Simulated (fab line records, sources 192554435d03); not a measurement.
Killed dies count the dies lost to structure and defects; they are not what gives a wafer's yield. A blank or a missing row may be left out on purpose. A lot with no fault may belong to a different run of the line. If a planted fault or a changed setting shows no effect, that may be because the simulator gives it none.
fab line records ; flow n5-finfet
[record] lots = 6; wafers = 16; last-day = 20
route steps=1938 shown MOL_CONTACT_COAG@520 BEOL_M4@1111 PASSIVATION@1936
lots with no fault: from the same line, run without faults
start-h: the number of hours between the record's first day and the start of the first shown wafer of the lot ; wait-h: how many hours have passed since the lot's step before this one ; " identical to the entry in the row above ; L1.1+2: a row that stands for several wafers ; - no value, or no start given ; * or withheld: withheld ; < > ~ a bound
route shown NAME@n: names a module that has steps shown in the file, with the first one's number in the route ; usual: the fault-free wafers' mean and standard deviation ; same: alike in all rows ; chamber/n: place in a boat ; sites: readings site by site ; _std_site: the standard deviation of these ; _edge_site: outer sites' mean less inner sites' ; radius-mm: for every site, how far away it sits from the centre of the wafer ; mask NAME#n: copy n ; behind: tool/chamber where the wafer was last shaped ; hold: cause of the lot's hold/its duration in hours/its outcome ; device: the n, p or np transistor that did not switch ; end of line: at the end of the route, the tests of the same wafers ; step lacking rows: just its recipe ; killed: dies lost to structure and defects at the first sort, not the wafer's yield ; map: a wafer's dies, x killed, . not, _ none there
set.NAME: the setting as run; set.NAME@STEP: as run at that earlier step ; model.NAME: the simulator's own value behind a step, which no gauge read
lots at some steps of the route; a table a step, a row a wafer
services: from which hour (start-h, from the record's first day; less than 0 if before it) a tool's chamber was out of use, for how many hours, and why
[[steps]]
[step N5_MOL_CONTACT_COAG_COAT_02]
[recipe] resist = CAR-EUV; spin-rpm = 1500; resist-thk-nm = 30
[step N5_MOL_CONTACT_COAG_EBR_04]
[recipe] solvent = PGMEA; ebr-width-mm = 1.5
[step N5_MOL_CONTACT_COAG_SOFTBAKE_03]
[recipe] temp-c = 110; time-s = 60; resist = CAR-EUV
[step N5_MOL_CONTACT_COAG_EXPOSE_05]
[recipe] mask-id = CA; na = 0.33; source-shape = annular; sigma-inner = 0.4; sigma-outer = 0.8; polarization = unpolarized; defocus-nm = 0; dose-mj = 38.25
[step N5_MOL_CONTACT_COAG_PEB_06]
[recipe] peb-temp-c = 100; peb-time-s = 60; resist = CAR-EUV
[step N5_MOL_CONTACT_COAG_DEVELOP_07]
[recipe] develop-time-s = 30; developer = TMAH; resist = CAR-EUV; rinse-liquid = surfactant-rinse; dry = air-spin; dev-temp-c = 23
[step N5_MOL_CONTACT_COAG_CD_MEAS_08]
[recipe] target-cd-nm = 28; landing-energy-ev = 500; detector = se-inlens; polarity = opening
[usual] cd-nm = 28.07/0.28
lot.wafer;tool;chamber;start-h;wait-h;cd-nm
L277.1;cd-sem-03;0;94.10;-;28.09
L277.3;cd-sem-03;0;94.10;-;28.03
L277.4;cd-sem-03;0;94.10;-;27.92
L278.1;cd-sem-03;0;102.52;-;27.44
L278.5;cd-sem-03;0;102.52;-;28.05
L278.6;cd-sem-03;0;102.52;-;27.73
L288.3;cd-sem-01;0;160.56;-;27.81
L288.4;cd-sem-01;0;160.56;-;27.84
L290.3;cd-sem-01;0;171.06;-;27.60
L290.5;cd-sem-01;0;171.06;-;27.96
L291.1;cd-sem-03;0;180.37;-;28.32
L291.2;cd-sem-03;0;180.37;-;27.94
L291.5;cd-sem-03;0;180.37;-;28.11
L294.2;cd-sem-03;0;197.08;-;28.39
L294.4;cd-sem-03;0;197.08;-;28.35
L294.6;cd-sem-03;0;197.08;-;28.05
[step N5_MOL_CONTACT_COAG_OVL_MEAS_09]
[recipe] points-per-wafer = 522
[usual] CA_OVL = -0.1/0.73
lot.wafer;tool;chamber;start-h;wait-h;CA_OVL[nm]
L277.1;overlay-02;0;94.13;0.0;0.3
L277.3;overlay-02;0;94.13;0.0;1.1
L277.4;overlay-02;0;94.13;0.0;2.2
L278.1;overlay-01;0;102.55;0.0;-0.2
L278.5;overlay-01;0;102.55;0.0;0.4
L278.6;overlay-01;0;102.55;0.0;0.0
L288.3;overlay-02;0;160.60;0.0;-0.3
L288.4;overlay-02;0;160.60;0.0;-0.5
L290.3;overlay-02;0;171.10;0.0;-1.8
L290.5;overlay-02;0;171.10;0.0;-0.7
L291.1;overlay-02;0;180.40;0.0;0.6
L291.2;overlay-02;0;180.40;0.0;-0.7
L291.5;overlay-02;0;180.40;0.0;0.5
L294.2;overlay-01;0;197.12;0.0;-0.9
L294.4;overlay-01;0;197.12;0.0;-0.5
L294.6;overlay-01;0;197.12;0.0;-0.4
[step N5_MOL_CONTACT_COAG_INSPECT_10]
[recipe] mode = adi; inspect-instrument = brightfield
[usual] raw-defect-count = 69/24
lot.wafer;tool;chamber;start-h;wait-h;raw-defect-count
L277.1;defect-inspect-01;-;94.18;0.1;96
L277.3;defect-inspect-01;-;94.18;0.1;62
L277.4;defect-inspect-01;-;94.18;0.1;65
L278.1;defect-inspect-01;-;102.61;0.1;52
L278.5;defect-inspect-01;-;102.61;0.1;35
L278.6;defect-inspect-01;-;102.61;0.1;41
L288.3;defect-inspect-02;-;160.64;0.0;88
L288.4;defect-inspect-02;-;160.64;0.0;65
L290.3;defect-inspect-01;-;171.15;0.0;80
L290.5;defect-inspect-01;-;171.15;0.0;103
L291.1;defect-inspect-01;-;180.46;0.1;58
L291.2;defect-inspect-01;-;180.46;0.1;91
L291.5;defect-inspect-01;-;180.46;0.1;73
L294.2;defect-inspect-02;-;197.17;0.0;78
L294.4;defect-inspect-02;-;197.17;0.0;94
L294.6;defect-inspect-02;-;197.17;0.0;74
[step N5_MOL_CONTACT_COAG_DESCUM_13]
[recipe] chemistry = O2; time-s = 7; source-power-w = 50; bias-power-w = 20; pressure-mtorr = 20; rf-frequency-hz = 2.712e+07; temp-c = 40; resist = CAR-EUV; o2-flow-sccm = 225
[usual] drypump-motor-current-A = 5.6/0.49; oes-product-au = 0.80/0.093; rf-vpp-V = 243.0/1.3; showerhead-plenum-p-Torr = 2.08/0.056; throttle-valve-pct = 20.39/0.24
lot.wafer;tool;chamber;start-h;wait-h;drypump-motor-current-A;oes-product-au;rf-hours-counter-h;rf-vpp-V;showerhead-plenum-p-Torr;throttle-valve-pct
L277.1;rie-diel-06;2;94.22;0.0;4.6;0.86;57;241.9;2.14;20.66
L277.3;rie-diel-06;0;94.22;0.0;5.5;0.90;33;244.3;2.14;20.09
L277.4;rie-diel-06;1;94.22;0.0;5.3;0.74;177;241.2;1.98;20.31
L278.1;rie-diel-01;3;102.64;0.0;6.0;0.82;77;246.4;2.10;20.52
L278.5;rie-diel-01;2;102.64;0.0;5.4;0.92;-;244.5;2.06;20.48
L278.6;rie-diel-01;3;102.64;0.0;6.0;0.82;-;242.8;2.10;20.49
L288.3;rie-diel-06;3;160.87;0.2;5.6;0.71;228;242.9;2.07;20.49
L288.4;rie-diel-06;2;160.87;0.2;4.6;0.82;81;244.4;2.13;20.68
L290.3;rie-diel-06;2;171.18;0.0;4.6;0.82;84;243.5;2.13;20.71
L290.5;rie-diel-06;0;171.18;0.0;5.4;0.86;-;243.1;2.13;20.13
L291.1;rie-diel-05;1;180.62;0.2;5.8;0.69;214;241.0;2.00;20.75
L291.2;rie-diel-05;3;180.62;0.2;6.6;0.92;13;242.4;2.06;20.03
L291.5;rie-diel-05;2;180.62;0.2;6.1;0.98;-;245.9;2.14;20.11
L294.2;rie-diel-01;0;197.20;0.0;5.8;0.92;28;244.1;2.15;20.05
L294.4;rie-diel-01;1;197.20;0.0;6.0;0.81;84;242.4;2.12;20.21
L294.6;rie-diel-01;1;197.20;0.0;6.0;0.80;-;243.5;2.12;20.21
[step N5_MOL_CONTACT_COAG_ETCH_59]
[recipe] chemistry = N2/H2; target = underlayer; target-depth-a = 130; mask-material = CAR-EUV; time-s = 10.4; ion-energy-ev = 200; pressure-mtorr = 30; source-w = 840; bias-w = 150; n2-flow-sccm = 200; h2-flow-sccm = 200; ends = cleared
[usual] drypump-motor-current-A = 5.6/0.49; etch-rf-on-time-s = 10.44/0.28; oes-product-au = 0.68/0.077; rf-vpp-V = 523.4/2.1; showerhead-plenum-p-Torr = 2.53/0.063; throttle-valve-pct = 17.84/0.28
lot.wafer;tool;chamber;start-h;wait-h;drypump-motor-current-A;etch-rf-on-time-s;oes-product-au;rf-hours-counter-h;rf-vpp-V;showerhead-plenum-p-Torr;throttle-valve-pct
L277.1;rie-diel-06;2;94.25;0.0;4.6;10.39;0.72;57;525.0;2.58;18.00
L277.3;rie-diel-06;0;94.25;0.0;5.5;10.61;0.75;33;525.8;2.60;17.61
L277.4;rie-diel-06;1;94.25;0.0;5.3;10.33;0.63;177;520.4;2.44;18.05
L278.1;rie-diel-01;3;102.67;0.0;6.0;10.35;0.70;77;524.6;2.58;18.08
L278.5;rie-diel-01;2;102.67;0.0;5.4;10.89;0.75;-;522.9;2.52;18.03
L278.6;rie-diel-01;3;102.67;0.0;6.0;10.35;0.70;-;526.4;2.58;18.09
L288.3;rie-diel-06;3;160.91;0.0;5.6;10.89;0.59;228;522.5;2.49;17.79
L288.4;rie-diel-06;2;160.91;0.0;4.6;10.33;0.71;81;526.1;2.57;18.04
L290.3;rie-diel-06;2;171.22;0.0;4.6;10.35;0.70;84;524.3;2.57;18.05
L290.5;rie-diel-06;0;171.22;0.0;5.5;10.73;0.71;-;525.8;2.59;17.68
L291.1;rie-diel-05;1;180.65;0.0;5.8;10.27;0.59;214;519.3;2.40;18.09
L291.2;rie-diel-05;3;180.65;0.0;6.6;10.09;0.79;13;524.8;2.50;17.43
L291.5;rie-diel-05;2;180.65;0.0;6.1;9.89;0.84;-;525.6;2.59;17.40
L294.2;rie-diel-01;0;197.24;0.0;5.8;9.98;0.80;28;525.6;2.60;17.38
L294.4;rie-diel-01;1;197.24;0.0;6.0;10.35;0.69;84;525.3;2.54;17.43
L294.6;rie-diel-01;1;197.24;0.0;6.0;10.39;0.69;-;525.2;2.54;17.43
[step N5_MOL_CONTACT_COAG_ETCH_105]
[recipe] chemistry = CF4; target = SiARC; target-depth-a = 156; mask-material = CAR-EUV; time-s = 26; ion-energy-ev = 80; pressure-mtorr = 40; source-w = 545; bias-w = 36; Ar_flow_sccm = 100; cf4-flow-sccm = 100; ends = cleared
[step N5_MOL_CONTACT_COAG_ETCH_106]
[recipe] chemistry = N2/H2; target = SOC; target-depth-a = 800; overetch-a = 160; mask-material = SiARC; temp-c = 40; time-s = 120; ion-energy-ev = 200; pressure-mtorr = 30; source-w = 840; bias-w = 150; n2-flow-sccm = 200; h2-flow-sccm = 200
[usual] drypump-motor-current-A = 5.6/0.49; oes-product-au = 0.71/0.076; rf-vpp-V = 523.3/2; showerhead-plenum-p-Torr = 2.53/0.063; throttle-valve-pct = 17.81/0.28
lot.wafer;tool;chamber;start-h;wait-h;drypump-motor-current-A;oes-product-au;rf-hours-counter-h;rf-vpp-V;showerhead-plenum-p-Torr;throttle-valve-pct;model.SiARC_of_MOL_CONTACT_COAG_COAT_104.thk-nm;model.MOL_CONTACT_COAG.cd-offset-nm
L277.1;rie-diel-06;2;94.30;0.0;4.6;0.77;57;524.7;2.58;17.97;6.4;0
L277.3;rie-diel-06;0;94.30;0.0;5.5;0.79;33;523.5;2.60;17.59;6.6;0
L277.4;rie-diel-06;1;94.30;0.0;5.3;0.66;177;522.1;2.44;18.02;6.6;-0.2
L278.1;rie-diel-01;3;102.72;0.0;6.1;0.72;77;524.7;2.58;18.04;6.2;-0.6
L278.5;rie-diel-01;2;102.72;0.0;5.4;0.81;-;521.4;2.52;18.02;6.6;-0.4
L278.6;rie-diel-01;3;102.72;0.0;6.0;0.73;-;524.9;2.58;18.05;6.2;-0.4
L288.3;rie-diel-06;3;160.95;0.0;5.6;0.64;228;521.9;2.49;17.76;5;1
L288.4;rie-diel-06;2;160.95;0.0;4.6;0.75;81;525.9;2.57;18.01;4.4;0.8
L290.3;rie-diel-06;2;171.27;0.0;4.6;0.74;84;526.1;2.57;18.03;4.4;0.8
L290.5;rie-diel-06;0;171.27;0.0;5.4;0.76;-;524.3;2.59;17.64;6.6;0
L291.1;rie-diel-05;1;180.70;0.0;5.8;0.62;214;519.4;2.40;18.06;6.2;0
L291.2;rie-diel-05;3;180.70;0.0;6.6;0.80;13;521.8;2.50;17.39;6.2;0
L291.5;rie-diel-05;2;180.70;0.0;6.1;0.86;-;525.0;2.59;17.40;6.2;0
L294.2;rie-diel-01;0;197.29;0.0;5.8;0.82;28;525.9;2.60;17.34;6.2;0.4
L294.4;rie-diel-01;1;197.29;0.0;6.0;0.72;84;525.4;2.54;17.41;6.2;0.4
L294.6;rie-diel-01;1;197.29;0.0;6.0;0.72;-;524.3;2.54;17.41;6.2;0.2
[step N5_MOL_CONTACT_COAG_STRIP_107]
[recipe] chemistry = N2/H2; temp-c = 40; n2-flow-sccm = 200; h2-flow-sccm = 200; rf-frequency-hz = 6e+07
[step N5_MOL_CONTACT_COAG_STRIP_108]
[recipe] chemistry = N2/H2; temp-c = 40; n2-flow-sccm = 200; h2-flow-sccm = 200; rf-frequency-hz = 6e+07
[step N5_MOL_CONTACT_COAG_CONTACT_ETCH_14]
[recipe] chemistry = C4F6/O2; target = SiO2; target-depth-a = 275; overetch-a = 85; mask-material = SOC; pressure-mtorr = 30; source-w = 370; bias-w = 185; Ar_flow_sccm = 300; C4F6_flow_sccm = 16; O2_flow_sccm = 10; time-s = 20; ion-energy-ev = 259.6
[usual] drypump-motor-current-A = 5.6/0.49; oes-product-au = 0.68/0.072; rf-vpp-V = 692.0/2.5; showerhead-plenum-p-Torr = 2.86/0.069; throttle-valve-pct = 21.20/0.26
lot.wafer;tool;chamber;start-h;wait-h;drypump-motor-current-A;oes-product-au;rf-hours-counter-h;rf-vpp-V;showerhead-plenum-p-Torr;throttle-valve-pct
L277.1;rie-diel-06;2;94.40;0.0;4.6;0.73;57;694.1;2.91;21.36
L277.3;rie-diel-06;0;94.40;0.0;5.5;0.76;33;693.1;2.94;20.93
L277.4;rie-diel-06;1;94.40;0.0;5.3;0.63;177;689.3;2.75;21.23
L278.1;rie-diel-01;3;102.82;0.0;6.0;0.70;77;693.3;2.92;21.55
L278.5;rie-diel-01;2;102.82;0.0;5.4;0.77;-;691.9;2.82;21.26
L278.6;rie-diel-01;3;102.82;0.0;6.0;0.70;-;694.2;2.92;21.55
L288.3;rie-diel-06;3;161.06;0.0;5.6;0.60;228;688.2;2.83;21.23
L288.4;rie-diel-06;2;161.06;0.0;4.6;0.69;81;693.9;2.90;21.39
L290.3;rie-diel-06;2;171.37;0.0;4.6;0.70;85;692.6;2.90;21.39
L290.5;rie-diel-06;0;171.37;0.0;5.5;0.72;-;695.2;2.93;20.95
L291.1;rie-diel-05;1;180.80;0.0;5.8;0.59;214;687.9;2.74;21.52
L291.2;rie-diel-05;3;180.80;0.0;6.6;0.77;13;691.3;2.83;20.81
L291.5;rie-diel-05;2;180.80;0.0;6.1;0.81;-;695.0;2.95;20.96
L294.2;rie-diel-01;0;197.39;0.0;5.8;0.78;28;696.2;2.92;20.75
L294.4;rie-diel-01;1;197.39;0.0;6.0;0.68;84;692.6;2.88;20.93
L294.6;rie-diel-01;1;197.39;0.0;6.0;0.69;-;693.6;2.88;20.93
[step N5_MOL_CONTACT_COAG_STRIP_109]
[recipe] chemistry = C4F6/O2; resist = SiARC; rf-frequency-hz = 6e+07
[step N5_MOL_CONTACT_COAG_ETCH_15]
[recipe] chemistry = CH3F/O2; target = SiNx; target-depth-a = 70; mask-material = SOC; stop-on = Si:P; over-etch-frac = 0.75; ion-energy-ev = 120; pressure-mtorr = 30; source-w = 395; bias-w = 73; Ar_flow_sccm = 150; CH3F_flow_sccm = 30; O2_flow_sccm = 20
[usual] drypump-motor-current-A = 5.6/0.49; oes-product-au = 0.58/0.062; rf-vpp-V = 297/5.3; showerhead-plenum-p-Torr = 1.98/0.05; throttle-valve-pct = 16.27/0.26
lot.wafer;tool;chamber;start-h;wait-h;drypump-motor-current-A;oes-product-au;rf-hours-counter-h;rf-vpp-V;showerhead-plenum-p-Torr;throttle-valve-pct
L277.1;rie-diel-06;2;94.44;0.0;4.6;0.63;57;305;2.03;16.40
L277.3;rie-diel-06;0;94.44;0.0;5.4;0.66;33;298;2.04;15.93
L277.4;rie-diel-06;1;94.44;0.0;5.3;0.54;177;293;1.90;16.32
L278.1;rie-diel-01;3;102.86;0.0;6.0;0.60;77;301;2.03;16.54
L278.5;rie-diel-01;2;102.86;0.0;5.4;0.66;-;291;1.96;16.25
L278.6;rie-diel-01;3;102.86;0.0;6.0;0.60;-;301;2.03;16.56
L288.3;rie-diel-06;3;161.09;0.0;5.6;0.52;228;290;1.96;16.40
L288.4;rie-diel-06;2;161.09;0.0;4.6;0.60;81;305;2.02;16.43
L290.3;rie-diel-06;2;171.40;0.0;4.6;0.60;85;304;2.02;16.45
L290.5;rie-diel-06;0;171.40;0.0;5.5;0.62;-;298;2.03;15.99
L291.1;rie-diel-05;1;180.84;0.0;5.8;0.51;214;302;1.90;16.62
L291.2;rie-diel-05;3;180.84;0.0;6.6;0.67;13;304;1.96;15.85
L291.5;rie-diel-05;2;180.84;0.0;6.1;0.70;-;298;2.05;15.95
L294.2;rie-diel-01;0;197.42;0.0;5.8;0.67;28;294;2.03;15.83
L294.4;rie-diel-01;1;197.42;0.0;6.0;0.59;84;302;2.01;16.05
L294.6;rie-diel-01;1;197.42;0.0;6.0;0.59;-;303;2.01;16.04
[step N5_MOL_CONTACT_COAG_ETCH_110]
[recipe] chemistry = CF4/O2; target = Si; target-depth-a = 25; time-s = 8; pressure-mtorr = 100; source-w = 200; bias-w = 12; ion-energy-ev = 60; Ar_flow_sccm = 100; cf4-flow-sccm = 100; O2_flow_sccm = 10
[usual] drypump-motor-current-A = 5.6/0.49; oes-product-au = 0.80/0.091; rf-vpp-V = 127.7/2.7; showerhead-plenum-p-Torr = 2.21/0.055; throttle-valve-pct = 10.7/0.3
lot.wafer;tool;chamber;start-h;wait-h;drypump-motor-current-A;oes-product-au;rf-hours-counter-h;rf-vpp-V;showerhead-plenum-p-Torr;throttle-valve-pct;model.MOL_CONTACT_COAG.cd-offset-nm
L277.1;rie-diel-06;2;94.50;0.0;4.6;0.86;57;131.4;2.25;10.7;0.2
L277.3;rie-diel-06;0;94.50;0.0;5.5;0.89;33;129.1;2.28;10.3;-0.2
L277.4;rie-diel-06;1;94.50;0.0;5.3;0.73;177;124.2;2.13;10.8;-0.2
L278.1;rie-diel-01;3;102.92;0.0;6.1;0.83;77;127.7;2.26;10.9;-0.4
L278.5;rie-diel-01;2;102.92;0.0;5.4;0.89;-;125.6;2.18;10.5;-0.2
L278.6;rie-diel-01;3;102.92;0.0;6.1;0.83;-;129.9;2.26;10.9;-0.2
L288.3;rie-diel-06;3;161.15;0.0;5.6;0.69;228;125.4;2.19;11.0;0.8
L288.4;rie-diel-06;2;161.15;0.0;4.6;0.82;81;131.5;2.24;10.8;1
L290.3;rie-diel-06;2;171.46;0.0;4.6;0.82;85;130.4;2.24;10.8;0.6
L290.5;rie-diel-06;0;171.46;0.0;5.4;0.82;-;129.0;2.27;10.5;-0.2
L291.1;rie-diel-05;1;180.90;0.0;5.8;0.70;214;129.0;2.12;11.1;0
L291.2;rie-diel-05;3;180.90;0.0;6.6;0.92;13;130.3;2.18;10.2;0.2
L291.5;rie-diel-05;2;180.90;0.0;6.1;0.97;-;127.6;2.27;10.2;0
L294.2;rie-diel-01;0;197.48;0.0;5.8;0.94;28;125.9;2.27;10.3;0.6
L294.4;rie-diel-01;1;197.48;0.0;6.0;0.81;84;131.8;2.24;10.5;0.4
L294.6;rie-diel-01;1;197.48;0.0;6.0;0.80;-;131.4;2.24;10.5;0
[step N5_MOL_CONTACT_COAG_STRIP_98]
[recipe] chemistry = N2/H2; power-w = 500; temp-c = 40; pressure-mtorr = 50; rf-frequency-hz = 6e+07; overash-fraction = 0.3; bias-power-w = 8; h2-frac = 0.5; n2-flow-sccm = 300; h2-flow-sccm = 300
[usual] drypump-motor-current-A = 5.6/0.49; oes-product-au = 0.80/0.094; rf-vpp-V = 54.2/1.4; showerhead-plenum-p-Torr = 3.34/0.08; throttle-valve-pct = 19.0/0.37
lot.wafer;tool;chamber;start-h;wait-h;drypump-motor-current-A;oes-product-au;rf-hours-counter-h;rf-vpp-V;showerhead-plenum-p-Torr;throttle-valve-pct
L277.1;rie-diel-06;2;94.55;0.0;4.6;0.86;57;54.9;3.41;19.1
L277.3;rie-diel-06;0;94.55;0.0;5.4;0.90;33;54.5;3.44;19.2
L277.4;rie-diel-06;1;94.55;0.0;5.3;0.73;177;52.6;3.23;19.4
L278.1;rie-diel-01;3;102.97;0.0;6.1;0.82;77;53.9;3.41;19.1
L278.5;rie-diel-01;2;102.97;0.0;5.4;0.90;-;54.0;3.33;19.3
L278.6;rie-diel-01;3;102.97;0.0;6.1;0.82;-;56.4;3.41;19.1
L288.3;rie-diel-06;3;161.20;0.0;5.6;0.71;228;56.0;3.29;18.7
L288.4;rie-diel-06;2;161.20;0.0;4.6;0.83;81;54.5;3.40;19.1
L290.3;rie-diel-06;2;171.51;0.0;4.6;0.83;85;51.1;3.40;19.1
L290.5;rie-diel-06;0;171.51;0.0;5.5;0.86;-;54.1;3.42;19.2
L291.1;rie-diel-05;1;180.94;0.0;5.8;0.68;214;53.8;3.18;19.1
L291.2;rie-diel-05;3;180.94;0.0;6.6;0.92;13;52.8;3.31;18.5
L291.5;rie-diel-05;2;180.94;0.0;6.1;1.01;-;53.1;3.42;18.5
L294.2;rie-diel-01;0;197.53;0.0;5.8;0.92;28;54.0;3.43;18.3
L294.4;rie-diel-01;1;197.53;0.0;6.0;0.81;84;53.9;3.36;18.4
L294.6;rie-diel-01;1;197.53;0.0;6.0;0.80;-;54.1;3.36;18.4
[step N5_BEOL_M4_RC_MEAS_101]
[usual] DIBL_N = 36.3/1.7; DIBL_P = 36.5/2.1; IOFF_N = 0.16/0.03; IOFF_P = 0.22/0.035; ION_N = 675/11; ION_P = 465/7.1; SS_N = 71.5/0.62; SS_P = 73.3/0.64; VT_N = 250/3.1; VT_P = -249.1/3
lot.wafer;tool;chamber;start-h;wait-h;DIBL_N[mV/V];DIBL_P[mV/V];IOFF_N[nA/um];IOFF_P[nA/um];ION_N[uA/um];ION_P[uA/um];SS_N[mV/dec];SS_P[mV/dec];VT_N[mV];VT_P[mV]
L277.1;prober-01;0;164.90;0.0;34.6;34.6;0.14;0.22;678;471;71.3;72.5;249;-246.7
L277.3;prober-01;0;164.90;0.0;34.5;35.6;0.13;0.23;674;472;71.3;73.3;251;-246.9
L277.4;prober-01;0;164.90;0.0;36.5;36.6;0.19;0.26;686;474;71.2;73.1;243;-244.5
L278.1;prober-02;0;181.67;0.0;36.7;36.7;0.16;0.20;687;468;71.6;73.2;249;-250.3
L278.5;prober-02;0;181.67;0.0;35.5;34.5;0.13;0.17;669;456;71.5;72.6;254;-253.4
L278.6;prober-02;0;181.67;0.0;34.6;33.6;0.12;0.16;662;456;71.1;72.2;256;-252.2
L290.3;prober-01;0;298.24;0.3;37.5;36.6;0.19;0.22;679;462;71.8;74.0;248;-249.0
L290.5;prober-01;0;298.24;0.3;35.0;35.4;0.15;0.21;669;462;71.4;73.5;250;-250.1
L288.3;prober-01;0;299.97;0.3;32.5;32.4;0.11;0.16;660;458;70.7;72.2;255;-253.3
L288.4;prober-01;0;299.97;0.3;33.8;34.4;0.13;0.18;678;465;71.4;72.3;252;-251.8
L291.1;prober-02;0;307.25;0.0;38.4;38.1;0.20;0.27;694;471;71.7;74.1;244;-243.2
L291.2;prober-02;0;307.25;0.0;35.2;34.2;0.13;0.18;667;460;70.3;72.6;250;-249.3
L291.5;prober-02;0;307.25;0.0;37.1;35.5;0.15;0.20;671;461;71.2;73.0;251;-250.8
L294.2;prober-02;0;330.40;0.2;36.6;36.9;0.15;0.23;671;465;71.0;73.0;251;-247.6
L294.4;prober-02;0;330.40;0.2;38.7;39.1;0.20;0.27;684;471;72.1;74.0;246;-245.4
L294.6;prober-02;0;330.40;0.2;36.5;37.0;0.16;0.24;667;468;71.4;73.2;246;-245.6
[step N5_PASSIVATION_PROBE_49]
[usual] defect-limited-yield = 91.2/1.4; killed_at_M0_to_M3 = 36/10; killed_at_M4_up = 13/5.1; killed-at-contacts = 12/5.4; killed-at-front-end = 39/11; killed-at-other = 3.5/2.4; killed-dies = 104/17; killed-open = 67/13; killed-short = 36/8.3; sort_bin_5_function = 5.2/0.98; sort_bin_6_memory = 3.3/0.68; sort-n-pass = 1076/17; sort-yield-pct = 91.2/1.4
[same] gross-dies = 1180; killed-at-back-side = 0; sort_bin_4_leakage[%] = 0; sort_bin_8_speed[%] = 0
lot.wafer;tool;chamber;start-h;wait-h;defect-limited-yield[%];killed_at_M0_to_M3;killed_at_M4_up;killed-at-contacts;killed-at-front-end;killed-at-other;killed-dies;killed-open;killed-short;sort_bin_5_function[%];sort_bin_6_memory[%];sort-n-pass;sort-yield-pct[%]
L277.1;prober-02;-;251.78;0.0;93.0;24;13;3;36;7;83;50;32;4.1;2.6;1097;93.0
L277.3;prober-02;-;251.88;0.1;93.5;28;13;5;26;5;77;49;28;3.8;2.2;1103;93.5
L277.4;prober-02;-;251.93;0.2;92.3;26;13;13;36;3;91;64;27;3.1;4.4;1089;92.3
L291.1;prober-02;-;428.40;0.0;91.8;36;13;13;31;4;97;57;38;4.8;2.8;1083;91.8
L291.2;prober-02;-;428.45;0.1;93.6;34;7;16;15;3;75;46;29;3.9;2.2;1105;93.6
L291.5;prober-02;-;428.60;0.2;91.7;25;24;15;28;6;98;52;43;4.3;3.6;1082;91.7
// killed by level:class
L277.1 STI_FIN_REVEAL:geometric-particle:open=9 BEOL_M4:geometric-particle:open=9 BEOL_M0_SAQP:geometric-particle:short=8 BEOL_M3:geometric-particle:open=6 STARTING-WAFER:geometric-particle:short=6 FIN_SAQP:geometric-particle:open=4 STI_FIN_REVEAL:geometric-particle:short=4 BEOL_M0_SAQP:geometric-particle:open=4
L277.3 BEOL_M0_SAQP:geometric-particle:open=7 BEOL_M4:geometric-particle:open=7 BEOL_M3:geometric-particle:open=6 STI_FIN_REVEAL:geometric-particle:open=5 BEOL_M0_SAQP:geometric-particle:short=5 FIN_SAQP:geometric-particle:open=4 FIN_SAQP:geometric-particle:short=4 STI_FIN_REVEAL:geometric-particle:short=3
L277.4 MOL_CONTACT_COAG:geometric-particle:open=11 STI_FIN_REVEAL:geometric-particle:open=10 FIN_SAQP:geometric-particle:short=7 BEOL_M3:geometric-particle:open=7 BEOL_M6:geometric-particle:open=7 FIN_SAQP:geometric-particle:open=6 DUMMY_GATE:geometric-particle:open=5 BEOL_M0_SAQP:geometric-particle:short=5
L291.1 BEOL_M0_SAQP:geometric-particle:short=20 BEOL_M0_SAQP:geometric-particle:open=12 MOL_CONTACT_COAG:geometric-particle:open=10 FIN_SAQP:geometric-particle:open=5 STI_FIN_REVEAL:geometric-particle:open=5 DUMMY_GATE:geometric-particle:open=4 BEOL_M4:geometric-particle:short=4 STARTING-WAFER:geometric-particle:open=4
L291.2 MOL_CONTACT_COAG:geometric-particle:open=12 BEOL_M0_SAQP:geometric-particle:short=10 BEOL_M0_SAQP:geometric-particle:open=10 DUMMY_GATE:geometric-particle:open=4 GATE_CUT:geometric-particle:short=4 MOL_CONTACT_COAG:geometric-particle:short=4 BEOL_M3:geometric-particle:short=4 BEOL_M2:geometric-particle:open=3
L291.5 BEOL_M0_SAQP:geometric-particle:short=13 BEOL_M4:geometric-particle:open=11 FIN_SAQP:geometric-particle:open=8 MOL_CONTACT_COAG:geometric-particle:short=7 STI_FIN_REVEAL:geometric-particle:open=6 MOL_CONTACT_COAG:geometric-particle:open=5 GATE_CUT:geometric-particle:short=4 BEOL_M0_SAQP:geometric-particle:open=4
[[services]]
tool;chamber;start-h;hours;kind
rie-diel-05;2;83.44;2.5;repair
rie-diel-01;0;100.97;-;clean
rie-diel-01;0;100.97;-;consumable-replace:focus-ring
rie-diel-01;0;100.97;22.1;scheduled-down
rie-diel-01;0;100.97;22.1;vent-cycle
rie-diel-05;-;106.30;2.8;pm
rie-diel-06;1;121.89;3.9;repair
rie-diel-05;3;134.17;-;clean
rie-diel-05;3;134.17;-;consumable-replace:focus-ring
rie-diel-05;3;134.17;13.7;scheduled-down
rie-diel-05;3;134.17;13.7;vent-cycle
rie-diel-05;2;147.93;-;clean
rie-diel-05;2;147.93;-;consumable-replace:focus-ring
rie-diel-05;2;147.93;15.4;scheduled-down
rie-diel-05;2;147.93;15.4;vent-cycle
rie-diel-06;1;168.38;3.6;repair
[[key]]
first-sign none at tools or gauges
[model-effect] step = N5_MOL_CONTACT_COAG_ETCH_106; value = SiARC_of_MOL_CONTACT_COAG_COAT_104.thk-nm; without = 6.467; struck = 4.6
[model-effect] step = N5_MOL_CONTACT_COAG_ETCH_110; value = MOL_CONTACT_COAG.cd-offset-nm; without = 0; struck = 0.8
met-at N5_MOL_CONTACT_COAG_ETCH_106
struck-wafers L288.3,L288.4,L290.3
onset-between 94.30 160.95
[fault] kind = process-parameter-drift; tool = rie-diel-06; chamber = -; onset-h = 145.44; steps = N5_MOL_CONTACT_COAG_ETCH_106; channel = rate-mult; offset = 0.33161; shape = step; end-h = 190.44; scope = struck-wafers-only
